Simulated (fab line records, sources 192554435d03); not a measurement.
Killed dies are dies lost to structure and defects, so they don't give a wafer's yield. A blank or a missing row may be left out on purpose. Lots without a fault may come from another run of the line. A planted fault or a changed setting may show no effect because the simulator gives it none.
fab line records | flow n5_finfet
record lots=4 wafers=12 last_day=20
route steps=1938 shown BEOL_M8@1348
lots that met no fault: from a run of the same line without faults
start_h: hours from the record's first day to the start of the lot's first wafer shown | wait_h: hours since the lot's step before | " the same as in the row above | L1.1+2: a row that stands for several wafers | - no value, or no start given | * or withheld: withheld | < > ~ a bound
route shown NAME@n: a module of which the file shows steps, and the number in the route of the first | usual: mean/standard deviation of fault-free wafers | same: alike in all rows | chamber/n: place in a boat | sites: the reading at each site | _std_site: their standard deviation | _edge_site: outer sites' mean less inner sites' | radius_mm: how far each site lies from the wafer's centre | mask NAME#n: copy n | behind: the tool/chamber that last shaped the wafer | hold: why the lot was held/for how many hours/how that ended | device: the transistor (n, p or np) that didn't switch | end of line: the same wafers' tests at the end of the route | a step without rows: its recipe alone | killed: dies lost to structure and defects at the first sort, not the wafer's yield | map: a wafer's dies, x killed, . not, _ none there
set.NAME: the setting as run; set.NAME@STEP: as run at that earlier step | model.NAME: the simulator's own value behind a step, which no gauge read
lots at some steps of the route; a table a step, a row a wafer
services: from which hour (start_h, from the record's first day; less than 0 if before it) a tool's chamber was out of use, for how many hours, and why
## steps
# step N5_BEOL_M8_DESCUM_16
# recipe chemistry=O2 time_s=7.9 source_power_w=50 bias_power_w=20 pressure_mtorr=20 rf_frequency_hz=2.712e+07 temp_c=40 resist=CAR-ArF o2_flow_sccm=225
# step N5_BEOL_M8_ETCH_61
# recipe chemistry=CF4 target=SiARC target_depth_a=455 mask_material=CAR-ArF time_s=75.8 ion_energy_ev=80 pressure_mtorr=40 source_w=545 bias_w=36 Ar_flow_sccm=100 cf4_flow_sccm=100 ends=cleared
# step N5_BEOL_M8_ETCH_62
# recipe chemistry=N2/H2 target=SOC target_depth_a=1100 overetch_a=220 mask_material=SiARC temp_c=40 time_s=165 ion_energy_ev=200 pressure_mtorr=30 source_w=840 bias_w=150 n2_flow_sccm=200 h2_flow_sccm=200
# step N5_BEOL_M8_STRIP_68
# recipe chemistry=N2/H2 temp_c=40 n2_flow_sccm=200 h2_flow_sccm=200 rf_frequency_hz=6e+07
# step N5_BEOL_M8_STRIP_67
# recipe chemistry=CF4 resist=SiARC power_w=300 bias_power_w=75 pressure_mtorr=50 cf4_flow_sccm=150 rf_frequency_hz=6e+07
# step N5_BEOL_M8_HM_OPEN_17
# recipe chemistry=Cl2/BCl3 target_depth_a=200 overetch_a=60 target=TiN mask_material=SOC ion_energy_ev=150 pressure_mtorr=10 icp_w=1000 bias_w=126 Cl2_flow_sccm=53.25 bcl3_flow_sccm=21.75 Ar_flow_sccm=25
# step N5_BEOL_M8_STRIP_19
# recipe chemistry=O2 power_w=400 temp_c=40 pressure_mtorr=30 rf_frequency_hz=6e+07 bias_power_w=0 overash_fraction=0.2 o2_flow_sccm=225
# step N5_BEOL_M8_COAT_63
# recipe resist=SOC temp_c=250 time_s=60 spin_rpm=1500 resist_thk_nm=60
# step N5_BEOL_M8_COAT_64
# recipe resist=SiARC temp_c=220 time_s=60 spin_rpm=1500 resist_thk_nm=12
# step N5_BEOL_M8_COAT_71
# recipe resist=underlayer temp_c=205 time_s=60 spin_rpm=1500 resist_thk_nm=5
# usual plate_temp_C=204.96/0.16 spin_speed_rpm=1500.0/1.1
# columns lot.wafer tool chamber start_h wait_h plate_temp_C spin_speed_rpm model.underlayer_of_BEOL_M8_COAT_71.thk_nm
L718.1 litho_track-04 0 260.03 - 204.76 1499.4 5
L718.4 " 0 " " 204.74 1501.7 5
L718.6 " 0 " " 204.82 1500.4 5
L732.1 litho_track-04 0 367.52 - 204.65 1810.4 4.6
L732.3 " 0 " " 204.69 1811.3 4.6
L732.5 " 0 " " 204.82 1811.2 4.6
L736.1 litho_track-04 0 370.96 - 205.14 1810.9 4.6
L736.4 " 0 " " 205.02 1812.4 4.6
L736.6 " 0 " " 204.96 1810.5 4.6
L738.2 litho_track-05 0 403.77 - 205.01 1500.2 5
L738.3 " 0 " " 205.06 1499.8 5
L738.5 " 0 " " 204.88 1500.7 5
# step N5_BEOL_M8_COAT_22
# recipe resist=CAR-EUV spin_rpm=1500 resist_thk_nm=30
# step N5_BEOL_M8_EBR_24
# recipe solvent=PGMEA ebr_width_mm=1.5
# step N5_BEOL_M8_SOFTBAKE_23
# recipe temp_c=110 time_s=60 resist=CAR-EUV
# step N5_BEOL_M8_EXPOSE_25
# recipe mask_id=V7 na=0.33 source_shape=annular sigma_inner=0.4 sigma_outer=0.8 polarization=unpolarized target_cd_nm=40 dose_mj=42.5
# step N5_BEOL_M8_PEB_26
# recipe peb_temp_c=100 peb_time_s=60 resist=CAR-EUV
# step N5_BEOL_M8_DEVELOP_27
# recipe develop_time_s=30 developer=TMAH resist=CAR-EUV rinse_liquid=surfactant_rinse dry=air_spin dev_temp_c=23
# step N5_BEOL_M8_DESCUM_33
# recipe chemistry=O2 time_s=7 source_power_w=50 bias_power_w=20 pressure_mtorr=20 rf_frequency_hz=2.712e+07 temp_c=40 resist=CAR-EUV o2_flow_sccm=225
# step N5_BEOL_M8_ETCH_72
# recipe chemistry=N2/H2 target=underlayer target_depth_a=65 mask_material=CAR-EUV time_s=5.2 ion_energy_ev=200 pressure_mtorr=30 source_w=840 bias_w=150 n2_flow_sccm=200 h2_flow_sccm=200 ends=cleared
# usual bias_w=150.1/0.46 chamber_pressure_mTorr=30.00/0.037 drypump_motor_current_A=5.52/0.22 etch_rf_on_time_s=5.23/0.087 oes_product_au=0.67/0.076 rf_vpp_V=523.6/2.7 showerhead_plenum_p_Torr=2.53/0.085 throttle_valve_pct=17.81/0.23
# columns lot.wafer tool chamber start_h wait_h bias_w chamber_pressure_mTorr drypump_motor_current_A etch_rf_on_time_s oes_product_au rf_hours_counter_h rf_vpp_V showerhead_plenum_p_Torr throttle_valve_pct model.CAR-EUV_of_BEOL_M8_COAT_22.thk_nm model.etch.depth_nm
L718.1 rie_diel-03 3 260.59 0.0 150.4 29.99 5.29 5.21 0.71 72 526.7 2.57 18.04 20.2 5.009
L718.4 " 1 " " 149.1 30.11 5.47 5.28 0.71 67 526.9 2.57 17.50 20.4 5.004
L718.6 " 1 " " 150.2 30.05 5.45 5.25 0.71 - 524.7 2.57 17.49 20.4 5.014
L732.1 rie_diel-06 2 368.01 0.0 150.1 29.95 5.28 4.80 0.59 249 524.9 2.50 17.75 21 4.558
L732.3 " 1 " " 150.1 29.99 5.87 4.79 0.62 157 525.5 2.54 17.65 20.8 4.557
L732.5 " 3 " " 150.0 29.99 5.34 4.80 0.62 - 525.2 2.53 18.10 21 4.544
L736.1 rie_diel-05 2 371.51 0.0 150.6 30.00 5.89 4.67 0.84 2 523.3 2.50 17.33 20.8 4.549
L736.4 " 0 " " 148.7 29.97 5.12 4.78 0.60 226 527.3 2.61 18.23 20.8 4.554
L736.6 " 2 " " 150.7 29.99 5.89 4.61 0.82 - 520.8 2.50 17.34 20.8 4.54
L738.2 rie_diel-06 0 404.74 0.0 148.7 30.01 5.54 5.17 0.80 11 528.4 2.70 17.68 20.4 5.017
L738.3 " 3 " " 149.7 30.07 5.32 5.26 0.62 206 522.5 2.52 18.13 20.4 5.011
L738.5 " 0 " " 148.8 30.08 5.53 5.17 0.81 - 528.3 2.70 17.71 20.4 5.013
# step N5_BEOL_M8_ETCH_65
# recipe chemistry=CF4 target=SiARC target_depth_a=156 mask_material=CAR-EUV time_s=26 ion_energy_ev=80 pressure_mtorr=40 source_w=545 bias_w=36 Ar_flow_sccm=100 cf4_flow_sccm=100 ends=cleared
# usual bias_w=35.99/0.11 chamber_pressure_mTorr=40.00/0.041 drypump_motor_current_A=5.52/0.22 etch_rf_on_time_s=26.2/0.41 oes_product_au=0.67/0.076 rf_vpp_V=183.9/1.2 showerhead_plenum_p_Torr=2.14/0.068 throttle_valve_pct=15.58/0.25
# columns lot.wafer tool chamber start_h wait_h bias_w chamber_pressure_mTorr drypump_motor_current_A etch_rf_on_time_s oes_product_au rf_hours_counter_h rf_vpp_V showerhead_plenum_p_Torr throttle_valve_pct model.CAR-EUV_of_BEOL_M8_COAT_22.thk_nm
L718.1 rie_diel-03 3 260.61 0.0 35.79 40.04 5.32 26.0 0.71 72 183.9 2.16 15.82 11
L718.4 " 1 " " 36.13 40.00 5.45 26.1 0.72 67 184.5 2.16 15.22 11.2
L718.6 " 1 " " 35.93 40.03 5.45 26.2 0.73 - 183.7 2.16 15.22 11.2
L732.1 rie_diel-06 2 368.02 0.0 35.85 40.04 5.27 26.1 0.58 249 184.1 2.11 15.57 11.8
L732.3 " 1 " " 36.10 40.01 5.89 26.0 0.63 157 183.2 2.15 15.35 11.6
L732.5 " 3 " " 35.81 40.03 5.33 26.2 0.63 - 184.0 2.13 15.82 11.6
L736.1 rie_diel-05 2 371.53 0.0 35.81 39.99 5.89 25.8 0.84 2 184.2 2.11 15.15 11.6
L736.4 " 0 " " 35.90 39.97 5.10 26.4 0.60 226 184.5 2.20 16.05 11.6
L736.6 " 2 " " 35.94 40.03 5.89 25.9 0.83 - 184.3 2.11 15.15 11.6
L738.2 rie_diel-06 0 404.76 0.0 35.90 39.99 5.53 26.2 0.80 11 186.8 2.27 15.46 11.2
L738.3 " 3 " " 36.05 40.03 5.30 26.5 0.62 206 184.4 2.12 15.85 11.2
L738.5 " 0 " " 36.02 39.96 5.53 26.3 0.79 - 184.2 2.27 15.45 11.2
# step N5_BEOL_M8_ETCH_66
# recipe chemistry=N2/H2 target=SOC target_depth_a=800 overetch_a=160 mask_material=SiARC temp_c=40 time_s=120 ion_energy_ev=200 pressure_mtorr=30 source_w=840 bias_w=150 n2_flow_sccm=200 h2_flow_sccm=200
## services
# columns tool chamber start_h hours kind
rie_diel-06 2 285.04 20.5 repair
rie_diel-03 1 290.99 9.8 repair
rie_diel-05 0 297.70 19.9 repair
rie_diel-06 0 300.01 1.3 repair
rie_diel-06 3 303.75 16.3 repair
rie_diel-06 2 311.68 4.3 repair
rie_diel-06 - 315.30 0.9 repair
rie_diel-05 1 340.08 4.4 repair
rie_diel-05 2 342.03 3.2 repair
rie_diel-06 0 358.73 - clean
rie_diel-06 0 358.73 - consumable_replace:focus_ring
rie_diel-06 0 358.73 - consumable_replace:showerhead
rie_diel-06 0 358.73 18.1 scheduled_down
rie_diel-06 0 358.73 18.1 vent_cycle
rie_diel-03 1 369.64 16.3 repair
rie_diel-06 2 376.91 - clean
rie_diel-06 2 376.91 - consumable_replace:focus_ring
rie_diel-06 2 376.91 14.1 scheduled_down
rie_diel-06 2 376.91 14.1 vent_cycle
litho_track-05 - 381.05 - consumable_replace:filter
rie_diel-05 1 387.25 21.5 repair
litho_track-04 - 391.04 - consumable_replace:filter
rie_diel-06 3 398.74 2.8 repair
## key
first_sign step=N5_BEOL_M8_COAT_71 reading=spin_speed_rpm direction=up sigmas=99+ usual=* struck=*
effect step=N5_BEOL_M8_ETCH_72 reading=etch_rf_on_time_s direction=down sigmas=5.6 usual=* struck=*
model_effect step=N5_BEOL_M8_COAT_71 value=underlayer_of_BEOL_M8_COAT_71.thk_nm without=5 struck=4.6
model_effect step=N5_BEOL_M8_ETCH_72 value=CAR-EUV_of_BEOL_M8_COAT_22.thk_nm without=20.4 struck=20.87
model_effect step=N5_BEOL_M8_ETCH_65 value=CAR-EUV_of_BEOL_M8_COAT_22.thk_nm without=11.13 struck=11.63
met_at N5_BEOL_M8_COAT_71
struck_wafers L732.1,L732.3,L732.5,L736.1,L736.4,L736.6
onset_between 260.03 367.52
fault kind=process_parameter_drift tool=litho_track-04 chamber=- onset_h=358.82 steps=N5_BEOL_M8_COAT_71 channel=spin_rpm offset=* shape=step end_h=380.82 acts_in=* stated=*
